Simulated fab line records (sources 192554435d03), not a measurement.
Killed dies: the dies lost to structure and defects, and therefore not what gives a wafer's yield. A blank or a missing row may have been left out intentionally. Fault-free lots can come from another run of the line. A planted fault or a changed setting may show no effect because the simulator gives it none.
fab line records	flow n5Finfet
[record] lots = 7	wafers = 21
route steps=1938 shown BEOL_M11@1546 BEOL_M12@1623 BEOL_M13@1681 BEOL_M14@1737
startH: hours from the record's first day to the start of the lot's first wafer shown	waitH: time in hours since the lot's previous step	" identical to the entry in the row above	L1.1+2: a single row standing in for several wafers	- either no value or no given start	* or withheld: withheld	< > ~ a bound
route shown NAME@n: a module of which the file shows steps, and the number in the route of the first	usual: mean/standard deviation taken from wafers without a fault	same: alike in all rows	chamber/n: place in a boat	sites: per-site readings	_std_site: standard deviation of those values	_edge_site: outer sites' mean less inner sites'	radiusMm: for every site, how far away it sits from the centre of the wafer	mask NAME#n: copy n	behind: the last tool/chamber to shape the wafer	hold: reason for holding the lot/hours on hold/outcome of the hold	device: whichever transistor did not switch (one of n, p or np)	end of line: at the end of the route, the tests of the same wafers	for a step that has no rows: nothing shown but its recipe	killed: at the first sort, the dies lost to defects and structure; wafer yield is something else	map: dies across one wafer; x = killed, . = not, _ = none there
set.NAME: the setting as run; set.NAME@STEP: as run at that earlier step	model.NAME: the simulator's own value behind a step, which no gauge read
lots with deliberately changed settings; one table per step, one row per wafer
[[steps]]
[step N5_BEOL_M11_EXPOSE_08]
[recipe] maskId = M11	na = 1.35	sourceShape = dipole	sigmaInner = 0.411	sigmaOuter = 0.611	polarization = te	doseMj = 53.75
lot.wafer	tool	chamber	startH	waitH	mask	set.doseMj
L074.1+3	arfiScanner-02	0	264.13	-	M11#0	56.09
L074.5	"	0	"	"	M11#0	53.75
L083.2+5	arfiScanner-01	0	322.08	-	M11#0	51.55
L083.4	"	0	"	"	M11#0	53.75
L087.2+3	arfiScanner-02	0	332.62	-	M11#0	53.75
L087.5	"	0	"	"	M11#0	50.23
L086.4	arfiScanner-01	0	336.08	-	M11#0	53.75
L086.5+6	"	0	"	"	M11#0	57.58
L091.1+4	arfiScanner-03	0	365.34	-	M11#0	53.75
L091.3	"	0	"	"	M11#0	55.15
L093.2+5+6	arfiScanner-02	0	380.16	-	M11#0	53.75
L097.1+2+6	arfiScanner-03	0	397.97	-	M11#0	53.75
[step N5_BEOL_M11_PEB_09]
[recipe] pebTempC = withheld	pebTimeS = 60	resist = CAR-ArF
[step N5_BEOL_M11_DEVELOP_10]
[recipe] developTimeS = 30	developer = TMAH	resist = CAR-ArF	rinseLiquid = diw	dry = airSpin	devTempC = 23
[step N5_BEOL_M11_CD_MEAS_11]
[recipe] targetCdNm = 64.1	landingEnergyEv = 500	detector = seInlens	polarity = opening
[usual] cdNm = 63.9/0.72
lot.wafer	tool	chamber	startH	waitH	set.doseMj@BEOL_M11_EXPOSE_08	cdNm
L074.1	cdSem-03	0	264.26	-	56.09	67.2
L074.3	"	0	"	"	56.09	66.4
L074.5	"	0	"	"	53.75	65.6
L083.2	cdSem-01	0	322.20	-	51.55	62.2
L083.4	"	0	"	"	53.75	64.3
L083.5	"	0	"	"	51.55	62.5
L087.2	cdSem-02	0	332.74	-	53.75	64.2
L087.3	"	0	"	"	53.75	64.1
L087.5	"	0	"	"	50.23	60.3
L086.4	cdSem-02	0	336.19	-	53.75	64.1
L086.5	"	0	"	"	57.58	67.8
L086.6	"	0	"	"	57.58	67.9
L091.1	cdSem-03	0	365.46	-	53.75	62.2
L091.3	"	0	"	"	55.15	64.4
L091.4	"	0	"	"	53.75	62.9
L093.2	cdSem-03	0	380.28	-	53.75	63.7
L093.5	"	0	"	"	53.75	63.5
L093.6	"	0	"	"	53.75	64.3
L097.1	cdSem-01	0	398.09	-	53.75	64.8
L097.2	"	0	"	"	53.75	64.1
L097.6	"	0	"	"	53.75	64.4
[step N5_BEOL_M11_DESCUM_16]
[recipe] chemistry = O2	timeS = 7.9	sourcePowerW = 50	biasPowerW = 20	pressureMtorr = 20	rfFrequencyHz = 2.712e+07	tempC = 40	resist = CAR-ArF	o2FlowSccm = 225
[step N5_BEOL_M11_ETCH_61]
[recipe] chemistry = CF4	target = SiARC	targetDepthA = 390	maskMaterial = CAR-ArF	timeS = 65	ionEnergyEv = 80	pressureMtorr = 40	sourceW = 545	biasW = 36	Ar_flow_sccm = 100	cf4FlowSccm = 100	ends = cleared
lot.wafer	tool	chamber	startH	waitH	set.doseMj@BEOL_M11_EXPOSE_08	model.BEOL_M11.cdOffsetNm
L074.1	rieDiel-01	3	264.79	0.0	56.09	3
L074.3	"	0	"	"	56.09	2.6
L074.5	"	1	"	"	53.75	1.2
L083.2	rieDiel-05	2	322.33	0.0	51.55	-1.8
L083.4	"	3	"	"	53.75	-0.2
L083.5	"	2	"	"	51.55	-1.6
L087.2	rieDiel-01	0	332.86	0.0	53.75	0.2
L087.3	"	1	"	"	53.75	0
L087.5	"	1	"	"	50.23	-3.8
L086.4	rieDiel-01	0	336.31	0.0	53.75	-0.6
L086.5	"	0	"	"	57.58	3.4
L086.6	"	3	"	"	57.58	3.8
L091.1	rieDiel-05	0	365.58	0.0	53.75	-1.6
L091.3	"	2	"	"	55.15	0.4
L091.4	"	1	"	"	53.75	-1
L093.2	rieDiel-01	0	380.53	0.0	53.75	-0.4
L093.5	"	2	"	"	53.75	-0.6
L093.6	"	1	"	"	53.75	0.2
L097.1	rieDiel-05	1	398.22	0.0	53.75	0.6
L097.2	"	0	"	"	53.75	0.2
L097.6	"	0	"	"	53.75	0.4
[step N5_BEOL_M11_ETCH_62]
[recipe] chemistry = N2/H2	target = SOC	targetDepthA = 1100	overetchA = 220	maskMaterial = SiARC	tempC = 40	timeS = 165	ionEnergyEv = 200	pressureMtorr = 30	sourceW = 840	biasW = 150	n2FlowSccm = 200	h2FlowSccm = 200
lot.wafer	tool	chamber	startH	waitH	set.timeS	set.doseMj@BEOL_M11_EXPOSE_08	model.BEOL_M11.cdOffsetNm	model.SiARC_of_BEOL_M11_COAT_60.thkNm
L074.1	rieDiel-01	3	264.84	0.0	165	56.09	3	23.6
L074.3	"	0	"	"	165	56.09	2.6	23.4
L074.5	"	1	"	"	165	53.75	1.2	24
L083.2	rieDiel-05	2	322.38	0.0	165	51.55	-1.6	23.2
L083.4	"	3	"	"	165	53.75	0	23.4
L083.5	"	2	"	"	165	51.55	-1.4	23.4
L087.2	rieDiel-01	0	332.91	0.0	130.2	53.75	-0.2	24.8
L087.3	"	1	"	"	165	53.75	-0.2	24
L087.5	"	1	"	"	130.2	50.23	-4.6	25.2
L086.4	rieDiel-01	0	336.36	0.0	190.5	53.75	0.2	22.4
L086.5	"	0	"	"	190.5	57.58	4.2	22.4
L086.6	"	3	"	"	165	57.58	3.8	23.4
L091.1	rieDiel-05	0	365.63	0.0	165	53.75	-1.6	23.8
L091.3	"	2	"	"	192.3	55.15	1.2	22.2
L091.4	"	1	"	"	165	53.75	-1	23.4
L093.2	rieDiel-01	0	380.58	0.0	165	53.75	-0.4	23.4
L093.5	"	2	"	"	129.9	53.75	-1.6	24.8
L093.6	"	1	"	"	165	53.75	0	24
L097.1	rieDiel-05	1	398.27	0.0	165	53.75	0.8	23.4
L097.2	"	0	"	"	165	53.75	0.4	23.6
L097.6	"	0	"	"	165	53.75	0.6	23.6
[step N5_BEOL_M11_STRIP_68]
[recipe] chemistry = N2/H2	tempC = 40	n2FlowSccm = 200	h2FlowSccm = 200	rfFrequencyHz = 6e+07
[step N5_BEOL_M11_STRIP_67]
[recipe] chemistry = CF4	resist = SiARC	powerW = 300	biasPowerW = 75	pressureMtorr = 50	cf4FlowSccm = 150	rfFrequencyHz = 6e+07
[step N5_BEOL_M11_HM_OPEN_17]
[recipe] chemistry = Cl2/BCl3	targetDepthA = 200	overetchA = 60	target = TiN	maskMaterial = SOC	ionEnergyEv = 150	pressureMtorr = 10	icpW = 1000	biasW = 126	Cl2_flow_sccm = 53.25	bcl3FlowSccm = 21.75	Ar_flow_sccm = 25
lot.wafer	tool	chamber	startH	waitH	set.doseMj@BEOL_M11_EXPOSE_08	set.timeS@BEOL_M11_ETCH_62	model.etch.depthNm	model.BEOL_M11.cdOffsetNm
L074.1	rieMetal-02	0	265.03	0.0	56.09	165	20.14	2.8
L074.3	"	0	"	"	56.09	165	20.08	2.6
L074.5	"	0	"	"	53.75	165	20.27	1
L083.2	rieMetal-01	1	322.57	0.0	51.55	165	19.62	-1.6
L083.4	"	0	"	"	53.75	165	19.93	0
L083.5	"	0	"	"	51.55	165	19.53	-1.2
L087.2	rieMetal-03	0	333.10	0.0	53.75	130.2	20.04	-0.4
L087.3	"	0	"	"	53.75	165	19.94	-0.4
L087.5	"	1	"	"	50.23	130.2	20.24	-4.4
L086.4	rieMetal-01	1	336.58	0.1	53.75	190.5	17.6	0.2
L086.5	"	1	"	"	57.58	190.5	17.47	4.2
L086.6	"	0	"	"	57.58	165	20.55	3.8
L091.1	rieMetal-02	1	365.82	0.0	53.75	165	20.35	-1.8
L091.3	"	1	"	"	55.15	192.3	17.55	1
L091.4	"	0	"	"	53.75	165	19.93	-1
L093.2	rieMetal-02	1	380.78	0.0	53.75	165	20.02	-0.6
L093.5	"	1	"	"	53.75	129.9	20.01	-1.8
L093.6	"	0	"	"	53.75	165	20.1	0
L097.1	rieMetal-03	0	398.45	0.0	53.75	165	20.1	0.8
L097.2	"	1	"	"	53.75	165	20.09	0.6
L097.6	"	1	"	"	53.75	165	19.96	0.6
[step N5_BEOL_M11_STRIP_19]
[recipe] chemistry = O2	powerW = 400	tempC = 40	pressureMtorr = 30	rfFrequencyHz = 6e+07	biasPowerW = 0	overashFraction = 0.2	o2FlowSccm = 225
[step N5_BEOL_M11_CD_MEAS_18]
[recipe] pitchNm = 140	targetCdNm = 70
[usual] cdNm = 69.9/0.73
lot.wafer	tool	chamber	startH	waitH	set.doseMj@BEOL_M11_EXPOSE_08	cdNm
L074.1	cdSem-02	-	265.21	0.0	56.09	72.7
L074.3	"	-	"	"	56.09	72.0
L074.5	"	-	"	"	53.75	71.2
L083.2	cdSem-02	-	322.86	0.1	51.55	68.4
L083.4	"	-	"	"	53.75	69.9
L083.5	"	-	"	"	51.55	68.7
L087.2	cdSem-02	-	333.28	0.1	53.75	69.8
L087.3	"	-	"	"	53.75	69.7
L087.5	"	-	"	"	50.23	65.5
L086.4	cdSem-02	-	336.84	0.1	53.75	70.5
L086.5	"	-	"	"	57.58	74.2
L086.6	"	-	"	"	57.58	73.7
L091.1	cdSem-03	-	366.15	0.0	53.75	68.3
L091.3	"	-	"	"	55.15	71.2
L091.4	"	-	"	"	53.75	69.4
L093.2	cdSem-02	-	381.04	0.1	53.75	69.2
L093.5	"	-	"	"	53.75	68.5
L093.6	"	-	"	"	53.75	69.9
L097.1	cdSem-03	-	398.63	0.0	53.75	70.6
L097.2	"	-	"	"	53.75	70.9
L097.6	"	-	"	"	53.75	70.9
[step N5_BEOL_M11_COAT_63]
[recipe] resist = SOC	tempC = 250	timeS = 60	spinRpm = 1500	resistThkNm = 100
[step N5_BEOL_M11_COAT_64]
[recipe] resist = SiARC	tempC = 220	timeS = 60	spinRpm = 1500	resistThkNm = 30
[step N5_BEOL_M11_PRECLEAN_42]
[recipe] chemistry = residueRemover	timeS = 60	tempC = 40
[step N5_BEOL_M11_SRD_43]
[recipe] timeS = 30	tempC = 23	rinseLiquid = diw	dry = ipaMarangoni
[step N5_BEOL_M11_CD_MEAS_35]
[recipe] targetCdNm = 70	polarity = opening
[usual] cdNm = 69.8/0.78
lot.wafer	tool	chamber	startH	waitH	set.doseMj@BEOL_M11_EXPOSE_08	cdNm
L074.1	cdSem-03	-	267.11	0.0	56.09	72.8
L074.3	"	-	"	"	56.09	72.0
L074.5	"	-	"	"	53.75	70.9
L083.2	cdSem-02	-	324.32	0.0	51.55	68.6
L083.4	"	-	"	"	53.75	69.7
L083.5	"	-	"	"	51.55	69.2
L087.2	cdSem-03	-	336.00	0.0	53.75	69.6
L087.3	"	-	"	"	53.75	69.6
L087.5	"	-	"	"	50.23	65.6
L086.4	cdSem-01	-	338.37	0.0	53.75	70.0
L086.5	"	-	"	"	57.58	74.3
L086.6	"	-	"	"	57.58	73.9
L091.1	cdSem-02	-	367.59	0.0	53.75	68.1
L091.3	"	-	"	"	55.15	71.0
L091.4	"	-	"	"	53.75	68.9
L093.2	cdSem-02	-	384.69	0.0	53.75	69.7
L093.5	"	-	"	"	53.75	68.2
L093.6	"	-	"	"	53.75	70.2
L097.1	cdSem-01	-	401.50	0.0	53.75	71.2
L097.2	"	-	"	"	53.75	70.6
L097.6	"	-	"	"	53.75	71.0
[step N5_BEOL_M12_COAT_65]
[recipe] resist = SOC	tempC = 250	timeS = 60	spinRpm = 1500	resistThkNm = 300
lot.wafer	tool	chamber	startH	waitH	set.spinRpm	model.SOC_of_BEOL_M12_COAT_65.thkNm
L074.1	lithoTrack-01	0	272.01	0.0	1500	298.6
L074.3	"	0	"	"	1365	314.2
L074.5	"	0	"	"	1365	313.4
L083.2	lithoTrack-04	0	329.25	0.0	1500	299.4
L083.4	"	0	"	"	1500	299
L083.5	"	0	"	"	1500	299.8
L087.2	lithoTrack-03	0	339.57	0.0	1500	301.4
L087.3	"	0	"	"	1500	301.6
L087.5	"	0	"	"	1500	301
L086.4	lithoTrack-03	0	342.85	0.0	1500	300.2
L086.5	"	0	"	"	1500	301.2
L086.6	"	0	"	"	1500	299
L091.1+3	lithoTrack-03	0	372.57	0.0	1366	315
L091.4	"	0	"	"	1366	314.6
L093.2	lithoTrack-01	0	390.20	0.0	1635	287
L093.5	"	0	"	"	1635	286.8
L093.6	"	0	"	"	1500	299.4
L097.1	lithoTrack-04	0	405.02	0.0	1500	300
L097.2	"	0	"	"	1500	299.4
L097.6	"	0	"	"	1500	299.8
[step N5_BEOL_M13_COAT_66]
[recipe] resist = SiARC	tempC = 220	timeS = 60	spinRpm = 1500	resistThkNm = 110
lot.wafer	tool	chamber	startH	waitH	set.spinRpm	model.SiARC_of_BEOL_M13_COAT_66.thkNm
L074.1	lithoTrack-02	0	-	-	1500	110.4
L074.3	"	0	"	"	1500	110.2
L074.5	"	0	"	"	1500	109.8
L083.2	lithoTrack-04	0	-	-	1500	110.2
L083.4	"	0	"	"	1500	110.4
L083.5	"	0	"	"	1500	110
L087.2	lithoTrack-02	0	-	-	1651	105
L087.3	"	0	"	"	1651	105.6
L087.5	"	0	"	"	1500	110
L086.4	lithoTrack-02	0	-	-	1332	116.8
L086.5	"	0	"	"	1332	117.2
L086.6	"	0	"	"	1500	109.8
L091.1	lithoTrack-05	0	-	-	1356	116.2
L091.3	"	0	"	"	1356	116
L091.4	"	0	"	"	1500	110.4
L093.2+6	lithoTrack-04	0	-	-	1500	109.6
L093.5	"	0	"	"	1500	110
L097.1	lithoTrack-02	0	-	-	1500	110
L097.2+6	"	0	"	"	1500	110.2
[step N5_BEOL_M13_PEB_26]
[recipe] pebTempC = 130	pebTimeS = 90
lot.wafer	tool	chamber	startH	waitH	set.pebTimeS
L074.1+3+5	lithoTrack-05	0	277.72	0.1	90
L083.2+4	lithoTrack-04	0	335.04	0.0	70.93
L083.5	"	0	"	"	90
L087.2+5	lithoTrack-04	0	346.01	0.0	81.74
L087.3	"	0	"	"	90
L086.4+5	lithoTrack-02	0	349.76	0.0	100.5
L086.6	"	0	"	"	90
L091.1+4	lithoTrack-05	0	377.79	0.1	70.06
L091.3	"	0	"	"	90
L093.2	lithoTrack-05	0	401.37	0.0	78.93
L093.5+6	"	0	"	"	90
L097.1+2+6	lithoTrack-05	0	409.11	0.1	90
[step N5_BEOL_M13_DEVELOP_27]
[recipe] developTimeS = 45	rinseLiquid = diw	dry = airSpin	devTempC = 21
[step N5_BEOL_M13_HARDBAKE_32]
[recipe] tempC = 130	timeS = 120
[step N5_BEOL_M13_CD_MEAS_28]
[recipe] targetCdNm = 209.5	landingEnergyEv = 500	detector = seInlens
[usual] cdNm = 209.5/1.6
lot.wafer	tool	chamber	startH	waitH	set.pebTimeS@BEOL_M13_PEB_26	cdNm
L074.1	cdSem-03	0	277.83	-	90	211.7
L074.3	"	0	"	"	90	210.7
L074.5	"	0	"	"	90	210.4
L083.2	cdSem-03	0	335.16	-	70.93	201.3
L083.4	"	0	"	"	70.93	202.2
L083.5	"	0	"	"	90	209.2
L087.2	cdSem-03	0	346.12	-	81.74	204.6
L087.3	"	0	"	"	90	208.6
L087.5	"	0	"	"	81.74	207.2
L086.4	cdSem-03	0	349.88	-	100.5	211.2
L086.5	"	0	"	"	100.5	211.8
L086.6	"	0	"	"	90	208.5
L091.1	cdSem-01	0	377.91	-	70.06	203.8
L091.3	"	0	"	"	90	211.4
L091.4	"	0	"	"	70.06	205.6
L093.2	cdSem-01	0	401.48	-	78.93	206.4
L093.5	"	0	"	"	90	209.4
L093.6	"	0	"	"	90	209.9
L097.1	cdSem-03	0	409.23	-	90	210.9
L097.2	"	0	"	"	90	211.4
L097.6	"	0	"	"	90	210.1
[step N5_BEOL_M13_DESCUM_33]
[recipe] chemistry = O2	timeS = 7.9	sourcePowerW = 50	biasPowerW = 20	pressureMtorr = 20	rfFrequencyHz = 2.712e+07	tempC = 40	o2FlowSccm = 225
lot.wafer	tool	chamber	startH	waitH	set.pebTimeS@BEOL_M13_PEB_26	model.BEOL_M13.cdNm
L074.1	rieDiel-01	1	277.92	0.0	90	211.2
L074.3	"	0	"	"	90	210.8
L074.5	"	3	"	"	90	210.6
L083.2	rieDiel-01	1	335.25	0.0	70.93	201.4
L083.4	"	0	"	"	70.93	202.2
L083.5	"	3	"	"	90	209.2
L087.2	rieDiel-02	2	346.33	0.2	81.74	205
L087.3	"	3	"	"	90	208.4
L087.5	"	0	"	"	81.74	207.4
L086.4	rieDiel-05	1	349.97	0.0	100.5	211.2
L086.5	"	2	"	"	100.5	211.4
L086.6	"	1	"	"	90	208.6
L091.1	rieDiel-01	2	378.00	0.0	70.06	203.8
L091.3	"	1	"	"	90	211.6
L091.4	"	1	"	"	70.06	205
L093.2	rieDiel-02	3	401.67	0.1	78.93	206.4
L093.5	"	0	"	"	90	209.2
L093.6	"	3	"	"	90	210
L097.1	rieDiel-01	0	409.45	0.2	90	211.2
L097.2	"	1	"	"	90	211.6
L097.6	"	2	"	"	90	210.2
[step N5_BEOL_M13_ETCH_67]
[recipe] chemistry = CF4	target = SiARC	targetDepthA = 1430	timeS = 238.3	ionEnergyEv = 80	pressureMtorr = 40	sourceW = 545	biasW = 36	Ar_flow_sccm = 100	cf4FlowSccm = 100	ends = cleared
lot.wafer	tool	chamber	startH	waitH	set.spinRpm@BEOL_M13_COAT_66	set.pebTimeS@BEOL_M13_PEB_26	model.BEOL_M13.cdNm	model.etch.depthNm	model.coat_of_BEOL_M13_COAT_22.thkNm
L074.1	rieDiel-01	1	277.96	0.0	1500	90	211.2	110.3	212.6
L074.3	"	0	"	"	1500	90	211.4	110.2	212.2
L074.5	"	3	"	"	1500	90	211.6	109.8	213
L083.2	rieDiel-01	1	335.28	0.0	1500	70.93	201.4	110.2	211.8
L083.4	"	0	"	"	1500	70.93	202	110.3	211.6
L083.5	"	3	"	"	1500	90	210.4	110	211.6
L087.2	rieDiel-02	2	346.37	0.0	1651	81.74	204.8	105.1	214.8
L087.3	"	3	"	"	1651	90	209.4	105.5	214.2
L087.5	"	0	"	"	1500	81.74	207.6	110	211
L086.4	rieDiel-05	1	350.00	0.0	1332	100.5	211.8	116.9	207.8
L086.5	"	2	"	"	1332	100.5	213	117.3	206.6
L086.6	"	1	"	"	1500	90	208.6	109.7	212
L091.1	rieDiel-01	2	378.03	0.0	1356	70.06	205.2	116.2	206.6
L091.3	"	1	"	"	1356	90	213	116.1	206.6
L091.4	"	1	"	"	1500	70.06	206	110.4	210.2
L093.2	rieDiel-02	3	401.71	0.0	1500	78.93	207.4	109.6	213
L093.5	"	0	"	"	1500	90	209.2	110	213.2
L093.6	"	3	"	"	1500	90	211	109.6	211.6
L097.1	rieDiel-01	0	409.49	0.0	1500	90	212.4	110.1	213.2
L097.2	"	1	"	"	1500	90	213.2	110.2	212
L097.6	"	2	"	"	1500	90	211.8	110.1	212.6
[step N5_BEOL_M14_COAT_65]
[recipe] resist = SOC	tempC = 250	timeS = 60	spinRpm = 1500	resistThkNm = 450
lot.wafer	tool	chamber	startH	waitH	set.spinRpm	model.SOC_of_BEOL_M14_COAT_65.thkNm
L074.1	lithoTrack-01	0	282.50	0.0	1500	451.2
L074.3	"	0	"	"	1643	432
L074.5	"	0	"	"	1643	430.2
L083.2	lithoTrack-05	0	339.78	0.0	1500	448.2
L083.4	"	0	"	"	1544	442.6
L083.5	"	0	"	"	1500	448.8
L087.2	lithoTrack-05	0	355.98	0.0	1500	448.4
L087.3	"	0	"	"	1500	449
L087.5	"	0	"	"	1500	450.2
L086.4	lithoTrack-05	0	356.29	0.0	1500	449.2
L086.5	"	0	"	"	1500	448.6
L086.6	"	0	"	"	1500	449
L091.1	lithoTrack-03	0	382.94	0.0	1500	448.8
L091.3	"	0	"	"	1500	448.4
L091.4	"	0	"	"	1658	426.4
L093.2	lithoTrack-03	0	406.83	0.0	1500	448.4
L093.5	"	0	"	"	1445	458.4
L093.6	"	0	"	"	1445	457.6
L097.1+6	lithoTrack-05	0	413.70	0.0	1500	448.2
L097.2	"	0	"	"	1500	447.6
[[key]]
[split] step = N5_BEOL_M11_EXPOSE_08	setting = doseMj	stated = 53.75	by = wafer
[response] step = N5_BEOL_M11_CD_MEAS_11	reading = cdNm	change = +0.513	per = 1%	r = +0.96
[response] step = N5_BEOL_M11_ETCH_61	reading = model.BEOL_M11.cdOffsetNm	change = +0.536	per = 1%	r = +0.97
[response] step = N5_BEOL_M11_ETCH_62	reading = model.BEOL_M11.cdOffsetNm	change = +0.555	per = 1%	r = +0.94
[response] step = N5_BEOL_M11_HM_OPEN_17	reading = model.BEOL_M11.cdOffsetNm	change = +0.534	per = 1%	r = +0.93
[response] step = N5_BEOL_M11_CD_MEAS_18	reading = cdNm	change = +0.505	per = 1%	r = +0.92
[response] step = N5_BEOL_M11_CD_MEAS_35	reading = cdNm	change = +0.532	per = 1%	r = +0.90
[split] step = N5_BEOL_M11_ETCH_62	setting = timeS	stated = 165	by = wafer
[response] step = N5_BEOL_M11_ETCH_62	reading = model.SiARC_of_BEOL_M11_COAT_60.thkNm	change = -0.0589	per = 1%	r = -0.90
[response] step = N5_BEOL_M11_HM_OPEN_17	reading = model.etch.depthNm	shape = bent	atLowest = 20.01	atStated = 20.04	atHighest = 17.55
[split] step = N5_BEOL_M12_COAT_65	setting = spinRpm	stated = 1500	by = wafer
[response] step = N5_BEOL_M12_COAT_65	reading = model.SOC_of_BEOL_M12_COAT_65.thkNm	change = -1.54	per = 1%	r = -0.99
[split] step = N5_BEOL_M13_COAT_66	setting = spinRpm	stated = 1500	by = wafer
[response] step = N5_BEOL_M13_COAT_66	reading = model.SiARC_of_BEOL_M13_COAT_66.thkNm	change = -0.573	per = 1%	r = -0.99
[response] step = N5_BEOL_M13_ETCH_67	reading = model.etch.depthNm	change = -0.58	per = 1%	r = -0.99
[response] step = N5_BEOL_M13_ETCH_67	reading = model.coat_of_BEOL_M13_COAT_22.thkNm	change = +0.387	per = 1%	r = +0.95
[split] step = N5_BEOL_M13_PEB_26	setting = pebTimeS	stated = 90	by = wafer
[response] step = N5_BEOL_M13_CD_MEAS_28	reading = cdNm	change = +0.309	per = 1%	r = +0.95
[response] step = N5_BEOL_M13_DESCUM_33	reading = model.BEOL_M13.cdNm	change = +0.311	per = 1%	r = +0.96
[response] step = N5_BEOL_M13_ETCH_67	reading = model.BEOL_M13.cdNm	change = +0.347	per = 1%	r = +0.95
[split] step = N5_BEOL_M14_COAT_65	setting = spinRpm	stated = 1500	by = wafer
[response] step = N5_BEOL_M14_COAT_65	reading = model.SOC_of_BEOL_M14_COAT_65.thkNm	change = -2.13	per = 1%	r = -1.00
